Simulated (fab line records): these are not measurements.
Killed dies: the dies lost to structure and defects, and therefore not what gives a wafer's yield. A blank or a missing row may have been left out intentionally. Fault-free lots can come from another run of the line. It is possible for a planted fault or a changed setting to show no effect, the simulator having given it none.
Which tool was responsible? | flow n5-finfet | 22 lots with 66 wafers sampled at 6 steps, on a route of 1938 steps

## WHAT THE GAUGES READ, wafer by wafer
No reading from a measuring or inspecting step in the record can be judged against a usual standard deviation.

## TOOL THAT RAN EACH LOT (tool first, then ch and the chambers of the sampled wafers, then the start)
lot  | N5_PMOS_HMC_CHANNEL_EPI_ETCH_38 | N5_FIN_SAQP_DENSIFY_62          | N5_FIN_SAQP_SPACER1_ETCHBACK_25   | N5_FIN_SAQP_ETCH_57               | N5_FIN_SAQP_ETCH_67               | N5_FIN_SAQP_RECESS_71
L074 | rie-si-02 ch 0,2,3, day 1 17:34 | rtp-anneal-01 ch 0, day 1 20:11 | rie-diel-03 ch 0,2,3, day 1 23:10 | rie-diel-03 ch 0,1,2, day 1 23:25 | rie-diel-04 ch 0,2,3, day 2 00:09 | vapor-etch-01 ch 0,1, day 2 00:15
L075 | rie-si-04 ch 0,1,3, day 1 23:34 | rtp-anneal-02 ch 0, day 2 02:16 | rie-diel-01 ch 0,1,2, day 2 05:02 | rie-diel-03 ch 0,1,2, day 2 05:17 | rie-diel-01 ch 1,2, day 2 06:01   | vapor-etch-02 ch 0,1, day 2 06:07
L076 | rie-si-02 ch 0,2,3, day 2 05:31 | rtp-anneal-02 ch 0, day 2 08:24 | rie-diel-04 ch 0,2, day 2 11:34   | rie-diel-01 ch 1,2,3, day 2 11:49 | rie-diel-04 ch 2,3, day 2 12:32   | vapor-etch-02 ch 0,1, day 2 12:38
L077 | rie-si-05 ch 0,1, day 2 11:43   | rtp-anneal-02 ch 0, day 2 14:27 | rie-diel-03 ch 1,2,3, day 2 17:21 | rie-diel-03 ch 0,1, day 2 17:37   | rie-diel-04 ch 0,2, day 2 18:20   | vapor-etch-01 ch 0,1, day 2 18:26
L078 | rie-si-05 ch 2,3, day 2 17:37   | rtp-anneal-01 ch 0, day 2 20:34 | rie-diel-04 ch 0,1,2, day 2 23:30 | rie-diel-01 ch 0,2, day 2 23:50   | rie-diel-03 ch 0,2,3, day 3 00:34 | vapor-etch-02 ch 0,1, day 3 00:43
L079 | rie-si-04 ch 1,2,3, day 3 00:23 | rtp-anneal-02 ch 0, day 3 03:10 | rie-diel-03 ch 0,2,3, day 3 06:01 | rie-diel-03 ch 0,1,2, day 3 06:15 | rie-diel-01 ch 0,2,3, day 3 06:59 | vapor-etch-02 ch 0,1, day 3 07:05
L080 | rie-si-05 ch 1,2, day 3 06:16   | rtp-anneal-02 ch 0, day 3 09:35 | rie-diel-03 ch 0,3, day 3 12:59   | rie-diel-04 ch 1,2, day 3 13:13   | rie-diel-04 ch 0,1, day 3 13:57   | vapor-etch-02 ch 0,1, day 3 14:04
L081 | rie-si-04 ch 0,1,3, day 3 12:03 | rtp-anneal-01 ch 0, day 3 15:16 | rie-diel-03 ch 0,1, day 3 18:24   | rie-diel-01 ch 1,2, day 3 18:38   | rie-diel-01 ch 1,2, day 3 19:23   | vapor-etch-01 ch 0,1, day 3 19:29
L082 | rie-si-04 ch 0,1,2, day 3 17:35 | rtp-anneal-01 ch 0, day 3 20:16 | rie-diel-01 ch 1,3, day 3 23:13   | rie-diel-01 ch 0,1, day 3 23:28   | rie-diel-04 ch 1,3, day 4 00:12   | vapor-etch-01 ch 0,1, day 4 00:18
L083 | rie-si-04 ch 0,2,3, day 4 00:05 | rtp-anneal-02 ch 0, day 4 02:55 | rie-diel-03 ch 0,1,2, day 4 05:51 | rie-diel-04 ch 2,3, day 4 06:10   | rie-diel-03 ch 0,2, day 4 06:54   | vapor-etch-02 ch 0,1, day 4 07:00
L084 | rie-si-04 ch 0,3, day 4 06:10   | rtp-anneal-01 ch 0, day 4 08:51 | rie-diel-04 ch 0,2,3, day 4 11:58 | rie-diel-03 ch 1,2, day 4 12:13   | rie-diel-04 ch 0,2, day 4 13:04   | vapor-etch-02 ch 0,1, day 4 13:15
L086 | rie-si-02 ch 0,2,3, day 4 17:43 | rtp-anneal-01 ch 0, day 4 21:32 | rie-diel-03 ch 1,2, day 5 01:42   | rie-diel-01 ch 0,1,3, day 5 02:05 | rie-diel-03 ch 1,2, day 5 02:49   | vapor-etch-01 ch 0,1, day 5 02:55
L087 | rie-si-05 ch 1,2,3, day 5 00:11 | rtp-anneal-01 ch 0, day 5 02:54 | rie-diel-01 ch 1,2, day 5 05:46   | rie-diel-04 ch 0,2, day 5 06:01   | rie-diel-01 ch 0,1,3, day 5 06:44 | vapor-etch-02 ch 0,1, day 5 06:53
L088 | rie-si-05 ch 1,2,3, day 5 05:41 | rtp-anneal-01 ch 0, day 5 08:20 | rie-diel-04 ch 1,2,3, day 5 11:15 | rie-diel-03 ch 1,3, day 5 11:30   | rie-diel-01 ch 1,2, day 5 12:14   | vapor-etch-01 ch 0,1, day 5 13:40
L089 | rie-si-04 ch 0,1,3, day 5 11:38 | rtp-anneal-02 ch 0, day 5 14:41 | rie-diel-04 ch 0,1,3, day 5 18:36 | rie-diel-03 ch 0,1,2, day 5 18:50 | rie-diel-01 ch 0,1,2, day 5 19:37 | vapor-etch-02 ch 0,1, day 5 19:43
L090 | rie-si-05 ch 0,2,3, day 5 17:30 | rtp-anneal-01 ch 0, day 5 20:32 | rie-diel-01 ch 1,2,3, day 6 00:01 | rie-diel-03 ch 0,2,3, day 6 00:16 | rie-diel-01 ch 0,1,3, day 6 01:09 | vapor-etch-02 ch 0,1, day 6 01:15
L091 | rie-si-04 ch 0,2,3, day 5 23:40 | rtp-anneal-01 ch 0, day 6 03:48 | rie-diel-03 ch 0,3, day 6 07:05   | rie-diel-03 ch 0,1,2, day 6 07:20 | rie-diel-04 ch 0,3, day 6 08:04   | vapor-etch-02 ch 0,1, day 6 08:10
L092 | rie-si-02 ch 0,1,3, day 6 05:46 | rtp-anneal-02 ch 0, day 6 08:25 | rie-diel-04 ch 0,1,3, day 6 11:21 | rie-diel-01 ch 1,2,3, day 6 11:36 | rie-diel-01 ch 0,2,3, day 6 12:20 | vapor-etch-01 ch 0,1, day 6 12:26
L093 | rie-si-04 ch 0,1, day 6 11:22   | rtp-anneal-01 ch 0, day 6 14:02 | rie-diel-01 ch 1,2,3, day 6 16:51 | rie-diel-01 ch 0,1, day 6 17:06   | rie-diel-04 ch 1,3, day 6 17:50   | vapor-etch-02 ch 0,1, day 6 17:58
L094 | rie-si-04 ch 0,1,2, day 6 17:29 | rtp-anneal-01 ch 0, day 6 20:08 | rie-diel-03 ch 0,2, day 6 23:11   | rie-diel-03 ch 0,2,3, day 6 23:34 | rie-diel-03 ch 0,2,3, day 7 00:19 | vapor-etch-02 ch 0,1, day 7 00:25
L095 | rie-si-04 ch 0,1,2, day 7 00:11 | rtp-anneal-02 ch 0, day 7 02:50 | rie-diel-04 ch 0,1,3, day 7 05:58 | rie-diel-04 ch 1,2,3, day 7 06:13 | rie-diel-03 ch 0,2,3, day 7 06:57 | vapor-etch-01 ch 0, day 7 07:03
L096 | rie-si-05 ch 1,2,3, day 7 05:46 | rtp-anneal-02 ch 0, day 7 08:25 | rie-diel-01 ch 0,2,3, day 7 11:50 | rie-diel-03 ch 0,2,3, day 7 12:11 | rie-diel-01 ch 1,2,3, day 7 13:00 | vapor-etch-02 ch 0,1, day 7 13:06
- N5_PMOS_HMC_CHANNEL_EPI_ETCH_38: etches SiO2 in CF4, target depth 1.5 nm.
- N5_FIN_SAQP_DENSIFY_62: time 60 s.
- N5_FIN_SAQP_SPACER1_ETCHBACK_25: etches SiO2 in CHF3/O2, target depth 24.4 nm, time 12.2 s.
- N5_FIN_SAQP_ETCH_57: etches SiNx in CH3F/O2, target depth 32.5 nm, time 46.4 s.
- N5_FIN_SAQP_ETCH_67: etches SiNx in CH3F/O2, target depth 30 nm.
- N5_FIN_SAQP_RECESS_71: chemistry HF/NH3, target SiO2, target depth 3 nm, afs cycles 1, sublimation time 60 s.

## AS READ BY THE TOOLS THEMSELVES (means over the sampled wafers that have a number; for cases with no such wafer, the mark the record gives instead)
N5_PMOS_HMC_CHANNEL_EPI_ETCH_38. Usual: drypump-motor-current-A 5.8 A, standard deviation 0.44; oes-product-au 0.993 a.u., standard deviation 0.013; throttle-valve-pct 21.66 %, standard deviation 0.28.
lot  | tool      | drypump-motor-current-A (A) | oes-product-au (a.u.) | throttle-valve-pct (%) | flag
L074 | rie-si-02 | 5.8                         | 0.977                 | 21.74                  |
L075 | rie-si-04 | 5.8                         | 1.004                 | 21.85                  |
L076 | rie-si-02 | 5.7                         | 0.990                 | 21.74                  |
L077 | rie-si-05 | 5.8                         | 0.986                 | 21.41                  |
L078 | rie-si-05 | 5.7                         | 0.989                 | 21.42                  |
L079 | rie-si-04 | 5.9                         | 1.008                 | 21.69                  |
L080 | rie-si-05 | 5.2                         | 0.988                 | 21.37                  |
L081 | rie-si-04 | 5.8                         | 1.003                 | 21.85                  |
L082 | rie-si-04 | 5.9                         | 1.000                 | 21.79                  |
L083 | rie-si-04 | 5.8                         | 0.992                 | 21.95                  |
L084 | rie-si-04 | 5.7                         | 0.995                 | 22.11                  |
L086 | rie-si-02 | 5.7                         | 0.988                 | 21.73                  |
L087 | rie-si-05 | 5.6                         | 0.994                 | 21.38                  |
L088 | rie-si-05 | 5.6                         | 0.993                 | 21.39                  |
L089 | rie-si-04 | 5.8                         | 0.998                 | 21.84                  |
L090 | rie-si-05 | 5.6                         | 0.994                 | 21.46                  |
L091 | rie-si-04 | 5.8                         | 1.010                 | 21.95                  |
L092 | rie-si-02 | 5.8                         | 0.977                 | 21.62                  |
L093 | rie-si-04 | 5.8                         | 0.987                 | 21.96                  |
L094 | rie-si-04 | 6.0                         | 0.990                 | 21.80                  |
L095 | rie-si-04 | 6.0                         | 1.000                 | 21.79                  |
L096 | rie-si-05 | 5.6                         | 0.994                 | 21.38                  |

N5_FIN_SAQP_DENSIFY_62. Usual: lamp-power-pct 9.84 %, standard deviation 0.055; lamp_zone_4_pct 9.841 %, standard deviation 0.012; wafer_temp_C_max 703.2, standard deviation 0.68.
lot  | tool          | lamp-power-pct (%) | lamp_zone_4_pct (%) | wafer_temp_C_max | flag
L074 | rtp-anneal-01 | 9.84               | 9.840               | 703.1            |
L075 | rtp-anneal-02 | 9.88               | 9.838               | 703.4            |
L076 | rtp-anneal-02 | 9.88               | 9.838               | 703.2            |
L077 | rtp-anneal-02 | 9.85               | 9.844               | 702.8            |
L078 | rtp-anneal-01 | 9.87               | 9.841               | 703.2            |
L079 | rtp-anneal-02 | 9.87               | 9.845               | 703.6            |
L080 | rtp-anneal-02 | 9.87               | 9.833               | 703.6            |
L081 | rtp-anneal-01 | 9.87               | 9.850               | 703.8            |
L082 | rtp-anneal-01 | 9.83               | 9.840               | 703.0            |
L083 | rtp-anneal-02 | 9.90               | 9.840               | 703.8            |
L084 | rtp-anneal-01 | 9.80               | 9.850               | 703.6            |
L086 | rtp-anneal-01 | 9.83               | 9.841               | 702.9            |
L087 | rtp-anneal-01 | 9.80               | 9.838               | 703.2            |
L088 | rtp-anneal-01 | 9.86               | 9.835               | 703.2            |
L089 | rtp-anneal-02 | 9.82               | 9.824               | 703.5            |
L090 | rtp-anneal-01 | 9.86               | 9.846               | 702.6            |
L091 | rtp-anneal-01 | 9.87               | 9.845               | 703.6            |
L092 | rtp-anneal-02 | 9.85               | 9.844               | 704.0            |
L093 | rtp-anneal-01 | 9.85               | 9.835               | 703.3            |
L094 | rtp-anneal-01 | 9.87               | 9.830               | 703.5            |
L095 | rtp-anneal-02 | 9.85               | 9.844               | 703.6            |
L096 | rtp-anneal-02 | 9.80               | 9.851               | 703.6            |

N5_FIN_SAQP_SPACER1_ETCHBACK_25. Usual: drypump-motor-current-A 5.8 A, standard deviation 0.37; oes-product-au 0.79 a.u., standard deviation 0.082; rf-vpp-V 525 V, standard deviation 5.7; showerhead-plenum-p-Torr 2.42 Torr, standard deviation 0.089; throttle-valve-pct 18.95 %, standard deviation 0.24.
lot  | tool        | drypump-motor-current-A (A) | oes-product-au (a.u.) | rf-vpp-V (V) | showerhead-plenum-p-Torr (Torr) | throttle-valve-pct (%) | flag
L074 | rie-diel-03 | 5.5                         | 0.76                  | 526          | 2.41                            | 19.08                  |
L075 | rie-diel-01 | 6.1                         | 0.78                  | 526          | 2.38                            | 18.68                  |
L076 | rie-diel-04 | 5.6                         | 0.85                  | 522          | 2.47                            | 18.98                  |
L077 | rie-diel-03 | 5.9                         | 0.77                  | 521          | 2.41                            | 19.02                  |
L078 | rie-diel-04 | 5.7                         | 0.90                  | 526          | 2.49                            | 18.85                  |
L079 | rie-diel-03 | 5.5                         | 0.77                  | 525          | 2.41                            | 19.11                  |
L080 | rie-diel-03 | 5.6                         | 0.76                  | 522          | 2.35                            | 19.05                  |
L081 | rie-diel-03 | 5.5                         | 0.69                  | 528          | 2.38                            | 18.99                  |
L082 | rie-diel-01 | 5.9                         | 0.75                  | 523          | 2.37                            | 18.92                  |
L083 | rie-diel-03 | 5.6                         | 0.72                  | 525          | 2.42                            | 19.03                  |
L084 | rie-diel-04 | 5.6                         | 0.87                  | 526          | 2.48                            | 18.91                  |
L086 | rie-diel-03 | 5.8                         | 0.76                  | 524          | 2.47                            | 19.07                  |
L087 | rie-diel-01 | 6.0                         | 0.71                  | 524          | 2.39                            | 18.86                  |
L088 | rie-diel-04 | 5.8                         | 0.86                  | 531          | 2.55                            | 19.04                  |
L089 | rie-diel-04 | 5.8                         | 0.89                  | 528          | 2.50                            | 18.77                  |
L090 | rie-diel-01 | 5.9                         | 0.74                  | 524          | 2.37                            | 18.90                  |
L091 | rie-diel-03 | 5.4                         | 0.71                  | 527          | 2.35                            | 19.10                  |
L092 | rie-diel-04 | 5.8                         | 0.88                  | 528          | 2.50                            | 18.80                  |
L093 | rie-diel-01 | 6.0                         | 0.74                  | 523          | 2.37                            | 18.92                  |
L094 | rie-diel-03 | 5.4                         | 0.75                  | 528          | 2.46                            | 19.19                  |
L095 | rie-diel-04 | 5.8                         | 0.86                  | 528          | 2.49                            | 18.79                  |
L096 | rie-diel-01 | 6.0                         | 0.78                  | 524          | 2.35                            | 18.78                  |

N5_FIN_SAQP_ETCH_57. Usual: drypump-motor-current-A 5.8 A, standard deviation 0.39; etch-rf-on-time-s 46.1 s, standard deviation 0.8; oes-product-au 0.66 a.u., standard deviation 0.065; rf-vpp-V 298 V, standard deviation 3.1; showerhead-plenum-p-Torr 2.00 Torr, standard deviation 0.069; throttle-valve-pct 16.37 %, standard deviation 0.23.
lot  | tool        | drypump-motor-current-A (A) | etch-rf-on-time-s (s) | oes-product-au (a.u.) | rf-vpp-V (V) | showerhead-plenum-p-Torr (Torr) | throttle-valve-pct (%) | flag
L074 | rie-diel-03 | 5.6                         | 45.7                  | 0.63                  | 299          | 2.02                            | 16.46                  |
L075 | rie-diel-03 | 5.6                         | 45.8                  | 0.63                  | 298          | 2.02                            | 16.46                  |
L076 | rie-diel-01 | 6.0                         | 46.9                  | 0.65                  | 298          | 1.98                            | 16.32                  |
L077 | rie-diel-03 | 5.5                         | 46.8                  | 0.60                  | 300          | 1.97                            | 16.45                  |
L078 | rie-diel-01 | 6.1                         | 46.4                  | 0.71                  | 298          | 1.96                            | 15.99                  |
L079 | rie-diel-03 | 5.7                         | 46.0                  | 0.62                  | 298          | 2.02                            | 16.46                  |
L080 | rie-diel-04 | 5.8                         | 46.1                  | 0.71                  | 299          | 2.11                            | 16.52                  |
L081 | rie-diel-01 | 6.1                         | 46.0                  | 0.61                  | 298          | 1.99                            | 16.31                  |
L082 | rie-diel-01 | 5.9                         | 45.7                  | 0.65                  | 298          | 1.97                            | 16.21                  |
L083 | rie-diel-04 | 5.7                         | 46.2                  | 0.75                  | 301          | 2.12                            | 16.45                  |
L084 | rie-diel-03 | 5.7                         | 46.2                  | 0.65                  | 297          | 2.05                            | 16.51                  |
L086 | rie-diel-01 | 5.9                         | 46.2                  | 0.68                  | 298          | 1.95                            | 16.25                  |
L087 | rie-diel-04 | 5.5                         | 45.6                  | 0.73                  | 295          | 1.99                            | 16.19                  |
L088 | rie-diel-03 | 6.2                         | 45.1                  | 0.61                  | 294          | 1.96                            | 16.39                  |
L089 | rie-diel-03 | 5.7                         | 46.4                  | 0.61                  | 297          | 2.01                            | 16.50                  |
L090 | rie-diel-03 | 5.5                         | 45.2                  | 0.64                  | 297          | 1.99                            | 16.56                  |
L091 | rie-diel-03 | 5.7                         | 46.7                  | 0.60                  | 297          | 2.01                            | 16.51                  |
L092 | rie-diel-01 | 5.9                         | 46.1                  | 0.62                  | 296          | 1.96                            | 16.37                  |
L093 | rie-diel-01 | 5.9                         | 45.8                  | 0.64                  | 298          | 1.96                            | 16.25                  |
L094 | rie-diel-03 | 5.5                         | 46.8                  | 0.64                  | 298          | 1.99                            | 16.58                  |
L095 | rie-diel-04 | 5.8                         | 46.6                  | 0.71                  | 301          | 2.11                            | 16.46                  |
L096 | rie-diel-03 | 5.5                         | 46.2                  | 0.63                  | 298          | 1.99                            | 16.59                  |

N5_FIN_SAQP_ETCH_67. Usual: drypump-motor-current-A 5.8 A, standard deviation 0.35; oes-product-au 0.79 a.u., standard deviation 0.087; rf-vpp-V 297.7 V, standard deviation 2.9; showerhead-plenum-p-Torr 1.99 Torr, standard deviation 0.071; throttle-valve-pct 16.37 %, standard deviation 0.26.
lot  | tool        | drypump-motor-current-A (A) | oes-product-au (a.u.) | rf-vpp-V (V) | showerhead-plenum-p-Torr (Torr) | throttle-valve-pct (%) | flag
L074 | rie-diel-04 | 5.6                         | 0.81                  | 297.4        | 1.98                            | 16.47                  |
L075 | rie-diel-01 | 6.1                         | 0.74                  | 298.3        | 2.00                            | 16.27                  |
L076 | rie-diel-04 | 5.6                         | 0.75                  | 298.5        | 2.02                            | 16.74                  |
L077 | rie-diel-04 | 5.6                         | 0.85                  | 296.3        | 2.05                            | 16.43                  |
L078 | rie-diel-03 | 5.5                         | 0.77                  | 297.6        | 2.00                            | 16.54                  |
L079 | rie-diel-01 | 6.0                         | 0.81                  | 297.4        | 1.96                            | 16.20                  |
L080 | rie-diel-04 | 6.0                         | 0.93                  | 299.8        | 2.08                            | 16.14                  |
L081 | rie-diel-01 | 6.0                         | 0.72                  | 297.9        | 1.99                            | 16.34                  |
L082 | rie-diel-04 | 6.0                         | 0.93                  | 303.1        | 2.14                            | 16.29                  |
L083 | rie-diel-03 | 5.3                         | 0.76                  | 299.0        | 2.05                            | 16.60                  |
L084 | rie-diel-04 | 5.5                         | 0.86                  | 295.8        | 2.00                            | 16.20                  |
L086 | rie-diel-03 | 6.1                         | 0.72                  | 295.9        | 2.01                            | 16.44                  |
L087 | rie-diel-01 | 5.9                         | 0.79                  | 297.4        | 1.95                            | 16.28                  |
L088 | rie-diel-01 | 6.1                         | 0.71                  | 297.9        | 1.99                            | 16.33                  |
L089 | rie-diel-01 | 6.0                         | 0.75                  | 298.9        | 1.97                            | 16.22                  |
L090 | rie-diel-01 | 5.9                         | 0.78                  | 298.1        | 1.95                            | 16.28                  |
L091 | rie-diel-04 | 5.6                         | 0.88                  | 299.8        | 2.08                            | 16.25                  |
L092 | rie-diel-01 | 6.0                         | 0.79                  | 297.9        | 1.95                            | 16.24                  |
L093 | rie-diel-04 | 5.9                         | 0.87                  | 302.3        | 2.14                            | 16.36                  |
L094 | rie-diel-03 | 5.5                         | 0.74                  | 297.6        | 1.99                            | 16.59                  |
L095 | rie-diel-03 | 5.5                         | 0.74                  | 297.1        | 1.99                            | 16.60                  |
L096 | rie-diel-01 | 6.0                         | 0.74                  | 297.0        | 1.96                            | 16.41                  |

N5_FIN_SAQP_RECESS_71. Usual: drypump-motor-current-A 5.4 A, standard deviation 0.31; sublimation-temp-c 179.99 C, standard deviation 0.16.
lot  | tool          | drypump-motor-current-A (A) | sublimation-temp-c (C) | flag
L074 | vapor-etch-01 | 5.3                         | 180.41                 |
L075 | vapor-etch-02 | 5.3                         | 180.07                 |
L076 | vapor-etch-02 | 5.3                         | 180.05                 |
L077 | vapor-etch-01 | 5.4                         | 179.99                 |
L078 | vapor-etch-02 | 5.3                         | 179.86                 |
L079 | vapor-etch-02 | 5.6                         | 179.95                 |
L080 | vapor-etch-02 | 5.3                         | 180.15                 |
L081 | vapor-etch-01 | 5.4                         | 180.07                 |
L082 | vapor-etch-01 | 5.3                         | 180.03                 |
L083 | vapor-etch-02 | 5.3                         | 179.82                 |
L084 | vapor-etch-02 | 5.6                         | 179.88                 |
L086 | vapor-etch-01 | 5.3                         | 180.05                 |
L087 | vapor-etch-02 | 5.6                         | 179.94                 |
L088 | vapor-etch-01 | 5.3                         | 179.91                 |
L089 | vapor-etch-02 | 5.3                         | 179.82                 |
L090 | vapor-etch-02 | 5.5                         | 179.99                 |
L091 | vapor-etch-02 | 5.6                         | 180.18                 |
L092 | vapor-etch-01 | 5.3                         | 179.87                 |
L093 | vapor-etch-02 | 5.6                         | 180.01                 |
L094 | vapor-etch-02 | 5.5                         | 180.03                 |
L095 | vapor-etch-01 | 5.3                         | 180.13                 |
L096 | vapor-etch-02 | 5.5                         | 180.08                 |

## THE ANSWER, worked out from the rows above alone
Rule: take the mean of a lot's wafers that have a number; if it is more than 3 standard deviations from the usual mean, the lot is off. Also off: a lot with no number at a reading for which 4 or more lots have one. Where the step has rows for the other lots, those lots are counted as sound. Order of review: gauges by route order, followed by the tools' own readings, for which a lot's mean as printed above is used. The first step at which some lot is off is used, and at that step the reading that is off furthest; a lot without a number counts as furthest.
Across all readings shown, no lot is off: no conclusion can be drawn from this.

## WHAT HAD BEEN PUT IN BY THE SIMULATOR
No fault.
